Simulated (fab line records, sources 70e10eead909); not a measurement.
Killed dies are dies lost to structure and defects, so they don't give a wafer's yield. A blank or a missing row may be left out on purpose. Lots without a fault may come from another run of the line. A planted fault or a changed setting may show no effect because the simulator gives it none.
fab line records | flow nand_harc
record lots=24 wafers=72 last_day=24
route steps=1159 shown P_GATE@216 P_CONTACT@248 P_M0@274 P_M1@297
lots that met no fault: from a run of the same line without faults
start_h: hours from the record's first day to the start of the lot's first wafer shown | wait_h: hours since the lot's step before | " the same as in the row above | L1.1+2: a row that stands for several wafers | - no value, or no start given | * or withheld: withheld | < > ~ a bound
route shown NAME@n: a module of which the file shows steps, and the number in the route of the first | usual: mean/standard deviation of fault-free wafers | same: alike in all rows | chamber/n: place in a boat | sites: the reading at each site | _std_site: their standard deviation | _edge_site: outer sites' mean less inner sites' | radius_mm: how far each site lies from the wafer's centre | mask NAME#n: copy n | behind: the tool/chamber that last shaped the wafer | hold: why the lot was held/for how many hours/how that ended | device: the transistor (n, p or np) that didn't switch | end of line: the same wafers' tests at the end of the route | a step without rows: its recipe alone | killed: dies lost to structure and defects at the first sort, not the wafer's yield | map: a wafer's dies, x killed, . not, _ none there
set.NAME: the setting as run; set.NAME@STEP: as run at that earlier step | model.NAME: the simulator's own value behind a step, which no gauge read
steps of the route over a sample of lots; a table a step, a row a wafer
services: from which hour (start_h, from the record's first day; less than 0 if before it) a tool's chamber was out of use, for how many hours, and why
## steps
# step NHARC_P_GATE_INSPECT_68
# usual raw_defect_count=221/82
# columns lot.wafer tool chamber start_h wait_h raw_defect_count
L074.4 defect_inspect-02 - 109.15 0.1 278
L074.5 " - " " 225
L074.6 " - " " 154
L075.1 defect_inspect-01 - 118.71 0.2 277
L075.5 " - " " 189
L075.6 " - " " 327
L077.1 defect_inspect-01 - 121.27 0.2 264
L077.2 " - " " 216
L077.4 " - " " 383
L076.3 defect_inspect-02 - 122.13 0.1 186
L076.5 " - " " 110
L076.6 " - " " 113
L078.4 defect_inspect-01 - 128.30 0.1 224
L078.5 " - " " 268
L078.6 " - " " 106
L079.1 defect_inspect-01 - 141.48 0.2 113
L079.2 " - " " 135
L079.6 " - " " 223
L081.1 defect_inspect-01 - 141.91 0.2 198
L081.2 " - " " 185
L081.4 " - " " 217
L080.3 defect_inspect-01 - 142.16 0.1 127
L080.5 " - " " 195
L080.6 " - " " 197
L082.4 defect_inspect-02 - 159.75 0.1 290
L082.5 " - " " 205
L082.6 " - " " 188
L083.4 defect_inspect-01 - 162.36 0.1 199
L083.5 " - " " 236
L083.6 " - " " 162
L084.1 defect_inspect-01 - 166.94 0.2 259
L084.2 " - " " 402
L084.4 " - " " 257
L085.2 defect_inspect-02 - 168.64 0.1 273
L085.4 " - " " 249
L085.6 " - " " 208
L088.1 defect_inspect-02 - 184.07 0.2 328
L088.3 " - " " 410
L088.6 " - " " 300
L087.1 defect_inspect-01 - 184.36 0.2 147
L087.5 " - " " 138
L087.6 " - " " 178
L086.1 defect_inspect-01 - 185.00 0.2 216
L086.3 " - " " 249
L086.6 " - " " 209
L089.4 defect_inspect-02 - 199.84 0.1 214
L089.5 " - " " 212
L089.6 " - " " 152
L090.1 defect_inspect-01 - 200.78 0.2 253
L090.4 " - " " 230
L090.5 " - " " 306
L091.1 defect_inspect-01 - 207.34 0.2 190
L091.3 " - " " 186
L091.4 " - " " 226
L092.1 defect_inspect-01 - 217.59 0.2 251
L092.2 " - " " 214
L092.5 " - " " 249
L093.1 defect_inspect-02 - 222.16 0.2 123
L093.3 " - " " 116
L093.4 " - " " 82
L094.1 defect_inspect-02 - 229.57 0.2 206
L094.2 " - " " 141
L094.4 " - " " 254
L095.3 defect_inspect-01 - 235.61 0.1 238
L095.4 " - " " 314
L095.6 " - " " 278
L096.1 defect_inspect-02 - 239.28 0.2 248
L096.2 " - " " 231
L096.6 " - " " 342
L097.1 defect_inspect-02 - 248.20 0.2 308
L097.2 " - " " 328
L097.4 " - " " 204
# step NHARC_P_CONTACT_CVD_23
# recipe target_thk_a=2000 temp_c=300 pressure_torr=40 wf6_flow_sccm=40 h2_flow_sccm=1600 ar_flow_sccm=1560 time_s=557 material=W
# usual heater_power_w=480/79 throttle_valve_pct=8.04/0.27
# columns lot.wafer tool chamber start_h wait_h heater_power_w throttle_valve_pct
L074.4 cvd_w-02 1 - - 450 7.62
L074.5 " 0 " " 407 8.12
L074.6 " 1 " " 442 7.82
L075.1 cvd_w-01 0 - - 578 8.01
L075.6 " 1 " " 425 7.99
L075.5 " 0 " " 590 8.21
L077.1 cvd_w-01 1 - - 422 7.92
L077.2 " 0 " " 619 8.32
L077.4 " 1 " " 426 8.02
L076.3 cvd_w-01 1 - - 424 8.08
L076.6 " 0 " " 601 8.24
L076.5 " 1 " " 427 7.76
L078.4 cvd_w-01 0 - - 598 8.20
L078.6 " 0 " " 596 8.31
L078.5 " 1 " " 425 7.85
L081.1 cvd_w-02 1 - - 447 7.59
L081.2 " 0 " " 408 8.09
L081.4 " 0 " " 399 8.47
L079.1 cvd_w-01 1 - - 428 7.79
L079.2 " 0 " " 608 8.40
L079.6 " 0 " " 606 8.76
L080.3 cvd_w-02 0 - - 421 8.01
L080.6 " 1 " " 442 7.73
L080.5 " 0 " " 408 8.05
L082.4 cvd_w-01 1 - - 416 8.30
L082.6 " 0 " " 606 8.38
L082.5 " 1 " " 423 8.05
L083.4 cvd_w-01 0 - - 597 8.39
L083.6 " 0 " " 587 8.09
L083.5 " 1 " " 429 7.81
L084.2 cvd_w-01 0 - - 595 8.17
L084.1 " 1 " " 424 7.91
L084.4 " 1 " " 425 7.73
L085.2 cvd_w-02 1 - - 440 7.71
L085.4 " 0 " " 411 8.21
L085.6 " 1 " " 452 7.99
L088.1 cvd_w-02 1 - - 436 7.85
L088.3 " 1 " " 428 7.89
L088.6 " 1 " " 441 7.58
L087.1 cvd_w-02 1 - - 438 7.81
L087.5 " 1 " " 449 7.69
L087.6 " 1 " " 429 7.94
L086.1 cvd_w-01 1 - - 423 7.99
L086.3 " 1 " " 427 7.97
L086.6 " 0 " " 606 8.00
L089.4 cvd_w-01 1 - - 423 7.86
L089.5 " 0 " " 599 8.26
L089.6 " 1 " " 436 7.96
L090.1 cvd_w-01 0 - - 587 8.37
L090.4 " 0 " " 613 8.14
L090.5 " 1 " " 437 7.72
L091.1 cvd_w-01 1 - - 422 7.70
L091.4 " 1 " " 434 8.02
L091.3 " 0 " " 593 8.26
L092.2 cvd_w-01 1 - - 437 8.10
L092.1 " 0 " " 582 8.34
L092.5 " 1 " " 418 8.06
L093.1 cvd_w-02 0 - - 391 8.31
L093.3 " 0 " " 390 8.18
L093.4 " 1 " " 453 7.57
L094.2 cvd_w-02 1 - - 459 7.45
L094.1 " 0 " " 386 8.22
L094.4 " 0 " " 390 8.50
L095.3 cvd_w-01 1 - - 435 7.80
L095.4 " 0 " " 597 8.69
L095.6 " 1 " " 438 7.73
L096.1 cvd_w-01 0 - - 590 8.35
L096.2 " 1 " " 442 7.87
L096.6 " 0 " " 605 8.40
L097.1 cvd_w-02 0 - - 391 8.36
L097.2 " 1 " " 458 7.49
L097.4 " 0 " " 387 8.36
# step NHARC_P_CONTACT_INSPECT_27
# usual raw_defect_count=303/120
# columns lot.wafer tool chamber start_h wait_h raw_defect_count
L074.4 defect_inspect-02 - 117.53 0.1 226
L074.5 " - " " 253
L074.6 " - " " 437
L075.1 defect_inspect-02 - 129.16 0.1 536
L075.5 " - " " 486
L075.6 " - " " 413
L077.1 defect_inspect-02 - 139.04 0.1 131
L077.2 " - " " 218
L077.4 " - " " 168
L076.3 defect_inspect-01 - 139.60 0.1 303
L076.5 " - " " 174
L076.6 " - " " 261
L078.4 defect_inspect-01 - 140.86 0.1 353
L078.5 " - " " 322
L078.6 " - " " 312
L081.1 defect_inspect-02 - 146.78 0.1 308
L081.2 " - " " 527
L081.4 " - " " 545
L079.1 defect_inspect-01 - 147.06 0.1 272
L079.2 " - " " 264
L079.6 " - " " 203
L080.3 defect_inspect-01 - 150.40 0.1 355
L080.5 " - " " 172
L080.6 " - " " 290
L082.4 defect_inspect-01 - 164.88 0.1 354
L082.5 " - " " 510
L082.6 " - " " 323
L083.4 defect_inspect-01 - 172.34 0.1 331
L083.5 " - " " 375
L083.6 " - " " 316
L084.1 defect_inspect-02 - 173.34 0.1 201
L084.2 " - " " 160
L084.4 " - " " 269
L085.2 defect_inspect-02 - 180.08 0.1 182
L085.4 " - " " 282
L085.6 " - " " 307
L088.1 defect_inspect-02 - 193.07 0.1 300
L088.3 " - " " 133
L088.6 " - " " 142
L087.1 defect_inspect-02 - 195.62 0.1 412
L087.5 " - " " 176
L087.6 " - " " 154
L086.1 defect_inspect-01 - 195.99 0.1 341
L086.3 " - " " 227
L086.6 " - " " 218
L089.4 defect_inspect-02 - 204.75 0.1 378
L089.5 " - " " 268
L089.6 " - " " 451
L090.1 defect_inspect-02 - 205.70 0.1 518
L090.4 " - " " 403
L090.5 " - " " 351
L091.1 defect_inspect-01 - 212.72 0.1 183
L091.3 " - " " 315
L091.4 " - " " 439
L092.1 defect_inspect-01 - 222.83 0.1 570
L092.2 " - " " 303
L092.5 " - " " 523
L093.1 defect_inspect-01 - 227.04 0.1 384
L093.3 " - " " 597
L093.4 " - " " 292
L094.1 defect_inspect-02 - 238.38 0.1 131
L094.2 " - " " 126
L094.4 " - " " 156
L095.3 defect_inspect-02 - 242.99 0.1 324
L095.4 " - " " 413
L095.6 " - " " 275
L096.1 defect_inspect-01 - 244.32 0.1 186
L096.2 " - " " 253
L096.6 " - " " 340
L097.1 defect_inspect-02 - 256.48 0.1 308
L097.2 " - " " 141
L097.4 " - " " 284
# step NHARC_P_M0_PVD_20
# recipe target_thk_a=50 bias_v=168.6 power_w=15000 chamber_pressure_pa=0.12 time_s=8.06 substrate_temp_c=50 material=TaN
# usual throttle_valve_pct=29.9/0.75
# columns lot.wafer tool chamber start_h wait_h throttle_valve_pct
L074.4 pvd_sputter-03 - - - 29.9
L074.6 " - " " 28.9
L074.5 " - " " 30.4
L075.1 pvd_sputter-02 - - - 30.6
L075.5 " - " " 29.7
L075.6 " - " " 30.5
L077.1 pvd_sputter-03 - - - 29.9
L077.4 " - " " 29.8
L077.2 " - " " 30.7
L076.3 pvd_sputter-02 - - - 30.8
L076.5 " - " " 30.3
L076.6 " - " " 29.3
L078.4 pvd_sputter-01 - - - 29.5
L078.5 " - " " 29.2
L078.6 " - " " 29.3
L081.2 pvd_sputter-03 - - - 28.7
L081.4 " - " " 30.3
L081.1 " - " " 30.1
L079.2 pvd_sputter-01 - - - 29.6
L079.1 " - " " 30.8
L079.6 " - " " 29.0
L080.3 pvd_sputter-02 - - - 30.3
L080.6 " - " " 29.1
L080.5 " - " " 29.8
L082.4 pvd_sputter-03 - - - 30.4
L082.5 " - " " 30.4
L082.6 " - " " 30.0
L083.4 pvd_sputter-02 - - - 29.2
L083.6 " - " " 29.2
L083.5 " - " " 29.9
L084.4 pvd_sputter-02 - - - 30.3
L084.1 " - " " 29.2
L084.2 " - " " 29.7
L085.2 pvd_sputter-02 - - - 29.2
L085.4 " - " " 29.7
L085.6 " - " " 29.7
L088.3 pvd_sputter-02 - - - 30.4
L088.1 " - " " 29.1
L088.6 " - " " 30.6
L087.1 pvd_sputter-01 - - - 29.9
L087.5 " - " " 29.4
L087.6 " - " " 30.2
L086.1 pvd_sputter-02 - - - 29.6
L086.3 " - " " 30.3
L086.6 " - " " 29.2
L089.4 pvd_sputter-03 - - - 29.8
L089.6 " - " " 29.5
L089.5 " - " " 29.7
L090.1 pvd_sputter-02 - - - 29.2
L090.4 " - " " 29.7
L090.5 " - " " 30.4
L091.3 pvd_sputter-03 - - - 30.0
L091.1 " - " " 29.1
L091.4 " - " " 30.7
L092.1 pvd_sputter-02 - - - 29.1
L092.2 " - " " 30.2
L092.5 " - " " 29.2
L093.3 pvd_sputter-03 - - - 29.8
L093.1 " - " " 30.4
L093.4 " - " " 30.0
L094.1 pvd_sputter-02 - - - 29.1
L094.2 " - " " 30.2
L094.4 " - " " 31.1
L095.3 pvd_sputter-02 - - - 29.3
L095.4 " - " " 29.2
L095.6 " - " " 30.4
L096.2 pvd_sputter-01 - - - 32.4
L096.1 " - " " 29.8
L096.6 " - " " 32.6
L097.4 pvd_sputter-03 - - - 28.9
L097.2 " - " " 30.6
L097.1 " - " " 29.8
# step NHARC_P_M0_PRE_CLEAN_31
# recipe time_s=12 temp_c=370 rf_power_w=300 gas=NH3
# usual heater_power_w=596/67
# columns lot.wafer tool chamber start_h wait_h heater_power_w
L074.4 pecvd-02 1 121.10 0.1 520
L074.6 " 2 " " 680
L074.5 " 0 " " 545
L075.1 pecvd-02 0 132.83 0.1 555
L075.6 " 2 " " 662
L075.5 " 1 " " 620
L077.2 pecvd-02 2 142.78 0.1 673
L077.1 " 0 " " 554
L077.4 " 1 " " 534
L076.3 pecvd-02 0 143.31 0.1 552
L076.5 " 2 " " 551
L076.6 " 0 " " 536
L078.4 pecvd-04 2 144.60 0.1 543
L078.5 " 0 " " 669
L078.6 " 1 " " 664
L081.1 pecvd-04 0 150.38 0.1 741
L081.2 " 1 " " 651
L081.4 " 1 " " 636
L079.1 pecvd-03 2 150.70 0.1 762
L079.2 " 1 " " 587
L079.6 " 1 " " 596
L080.3 pecvd-04 2 154.89 0.9 575
L080.5 " 2 " " 605
L080.6 " 0 " " 738
L082.6 pecvd-02 2 168.64 0.1 628
L082.5 " 0 " " 523
L082.4 " 1 " " 626
L083.4 pecvd-02 2 175.90 0.1 646
L083.5 " 0 " " 533
L083.6 " 1 " " 644
L084.2 pecvd-02 1 177.01 0.1 574
L084.1 " 2 " " 667
L084.4 " 2 " " 665
L085.2 pecvd-02 1 183.61 0.1 621
L085.4 " 0 " " 503
L085.6 " 1 " " 629
L088.3 pecvd-02 0 196.71 0.1 535
L088.1 " 1 " " 551
L088.6 " 2 " " 602
L087.1 pecvd-03 1 199.28 0.1 524
L087.5 " 0 " " 666
L087.6 " 1 " " 544
L086.3 pecvd-02 1 199.63 0.1 628
L086.1 " 0 " " 520
L086.6 " 0 " " 523
L089.4 pecvd-02 1 208.48 0.1 548
L089.5 " 2 " " 622
L089.6 " 0 " " 552
L090.1 pecvd-02 2 209.54 0.1 615
L090.4 " 0 " " 518
L090.5 " 1 " " 549
L091.3 pecvd-04 0 216.50 0.1 658
L091.1 " 1 " " 664
L091.4 " 2 " " 546
L092.1 pecvd-02 1 226.49 0.1 578
L092.2 " 2 " " 547
L092.5 " 0 " " 446
L093.1 pecvd-02 2 230.59 0.1 625
L093.3 " 1 " " 577
L093.4 " 1 " " 589
L094.2 pecvd-04 1 242.10 0.1 721
L094.1 " 0 " " 597
L094.4 " 1 " " 713
L095.3 pecvd-02 0 246.80 0.1 536
L095.4 " 1 " " 614
L095.6 " 0 " " 526
L096.1 pecvd-02 2 248.23 0.1 609
L096.2 " 0 " " 450
L096.6 " 2 " " 624
L097.2 pecvd-02 2 260.18 0.1 604
L097.1 " 0 " " 534
L097.4 " 0 " " 520
# step NHARC_P_M1_INSPECT_11
# usual raw_defect_count=4.4/2.7
# columns lot.wafer tool chamber start_h wait_h raw_defect_count
L074.4 defect_inspect-01 - 122.53 0.1 2
L074.5 " - " " 4
L074.6 " - " " 2
L075.1 defect_inspect-01 - 134.15 0.0 2
L075.5 " - " " 4
L075.6 " - " " 2
L077.1 defect_inspect-02 - 144.28 0.0 3
L077.2 " - " " 6
L077.4 " - " " 3
L076.3 defect_inspect-02 - 144.74 0.0 13
L076.5 " - " " 15
L076.6 " - " " 12
L078.4 defect_inspect-01 - 146.02 0.0 5
L078.5 " - " " 7
L078.6 " - " " 5
L081.1 defect_inspect-01 - 151.69 0.0 3
L081.2 " - " " 2
L081.4 " - " " 1
L079.1 defect_inspect-02 - 152.13 0.0 4
L079.2 " - " " 1
L079.6 " - " " 6
L080.3 defect_inspect-02 - 156.37 0.0 6
L080.5 " - " " 4
L080.6 " - " " 3
L082.4 defect_inspect-01 - 170.17 0.0 4
L082.5 " - " " 3
L082.6 " - " " 0
L083.4 defect_inspect-02 - 177.18 0.0 6
L083.5 " - " " 6
L083.6 " - " " 6
L084.1 defect_inspect-02 - 178.35 0.0 8
L084.2 " - " " 5
L084.4 " - " " 7
L085.2 defect_inspect-02 - 185.05 0.0 3
L085.4 " - " " 4
L085.6 " - " " 1
L088.1 defect_inspect-01 - 198.14 0.0 2
L088.3 " - " " 5
L088.6 " - " " 8
L087.1 defect_inspect-02 - 200.77 0.0 5
L087.5 " - " " 6
L087.6 " - " " 4
L086.1 defect_inspect-01 - 201.16 0.0 4
L086.3 " - " " 2
L086.6 " - " " 1
L089.4 defect_inspect-02 - 209.87 0.0 5
L089.5 " - " " 1
L089.6 " - " " 6
L090.1 defect_inspect-02 - 210.99 0.0 8
L090.4 " - " " 3
L090.5 " - " " 3
L091.1 defect_inspect-01 - 217.79 0.0 6
L091.3 " - " " 8
L091.4 " - " " 3
L092.1 defect_inspect-02 - 227.81 0.0 2
L092.2 " - " " 1
L092.5 " - " " 3
L093.1 defect_inspect-01 - 231.89 0.0 2
L093.3 " - " " 3
L093.4 " - " " 5
L094.1 defect_inspect-01 - 243.72 0.0 4
L094.2 " - " " 2
L094.4 " - " " 3
L095.3 defect_inspect-01 - 248.39 0.0 3
L095.4 " - " " 2
L095.6 " - " " 2
L096.1 defect_inspect-01 - 249.64 0.0 7
L096.2 " - " " 2
L096.6 " - " " 3
L097.1 defect_inspect-02 - 261.64 0.0 6
L097.2 " - " " 2
L097.4 " - " " 5
## services
# columns tool chamber start_h hours kind
pvd_sputter-03 - 102.02 10.0 pm
cvd_w-01 1 110.01 6.3 repair
pecvd-03 - 111.16 13.0 pm
cvd_w-01 - 114.24 13.0 pm
cvd_w-01 0 114.24 13.0 vent_cycle
pecvd-04 2 120.73 1.9 repair
cvd_w-02 0 125.41 3.2 repair
cvd_w-01 0 127.24 - clean
pecvd-02 - 153.22 13.0 pm
pecvd-02 0 153.22 13.0 vent_cycle
pecvd-02 1 153.22 13.0 vent_cycle
pecvd-02 2 153.22 13.0 vent_cycle
pvd_sputter-01 - 158.10 10.0 pm
cvd_w-02 - 160.84 1.0 repair
pecvd-02 0 166.22 - clean
pecvd-02 1 166.22 - clean
pecvd-02 2 166.22 - clean
cvd_w-02 0 189.31 13.3 repair
pecvd-04 - 196.58 13.0 pm
cvd_w-01 - 200.34 0.6 repair
cvd_w-02 - 203.55 13.0 pm
pvd_sputter-02 - 214.01 10.0 pm
pecvd-04 2 240.71 8.4 repair
cvd_w-02 1 256.90 17.7 repair
## key
fault none
